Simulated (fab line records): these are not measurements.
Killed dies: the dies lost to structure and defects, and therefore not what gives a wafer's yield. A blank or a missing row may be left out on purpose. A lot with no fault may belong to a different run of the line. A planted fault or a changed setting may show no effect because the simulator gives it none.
Chamber matching    flow nand_harc    rie_diel-08 running NHARC_A_BONDPAD_ETCH_34: 4 sister chambers
The step etches the open film in N2/H2, target depth 60 nm, overetch 18 nm, time 65.91 s. 8 wafers are shown with their chamber, then 9 later ones without.

WAFERS PAIRED WITH THEIR CHAMBERS
wafer   chamber  showerhead_plenum_p_Torr (Torr)  drypump_motor_current_A (A)
L646.1  3        2.06                             6.1
L655.2  1        2.04                             5.7
L655.4  2        1.92                             5.2
L659.1  1        2.04                             5.6
L659.5  0        2.11                             5.7
L660.1  3        2.05                             6.2
L660.4  2        1.92                             5.1
L660.5  0        2.11                             5.7

WAFERS MISSING THEIR CHAMBER
wafer   showerhead_plenum_p_Torr (Torr)  drypump_motor_current_A (A)
L662.2  2.11                             5.7
L662.4  1.92                             5.1
L662.5  2.05                             6.2
L663.4  2.05                             6.2
L663.5  2.11                             5.7
L663.6  2.05                             6.2
L665.1  1.91                             5.2
L665.2  2.05                             6.2
L665.5  2.04                             5.6

WHICH CHAMBER EACH ONE RAN IN
wafer   from the rows above  in truth
L662.2  0                    0
L662.4  2                    2
L662.5  3                    3
L663.4  3                    3
L663.5  0                    0
L663.6  3                    3
L665.1  2                    2
L665.2  3                    3
L665.5  1                    1
9 of 9 placed correctly. Not placeable from these rows: 0. Placed wrongly: 0.
How it was worked out, from the rows above alone: a wafer's distance from a chamber is the root of the sum, over the readings, of the square of ((its reading less the chamber's mean) divided by the reading's scatter). The wafer belongs to the nearest chamber; if the next one is less than 2 further off, it can't be placed. The mean given for a chamber averages the wafers shown for that chamber. The scatter: take each reading less its chamber's mean, square it, sum over the shown wafers, divide by the number of wafers less the number of chambers, and take the root.
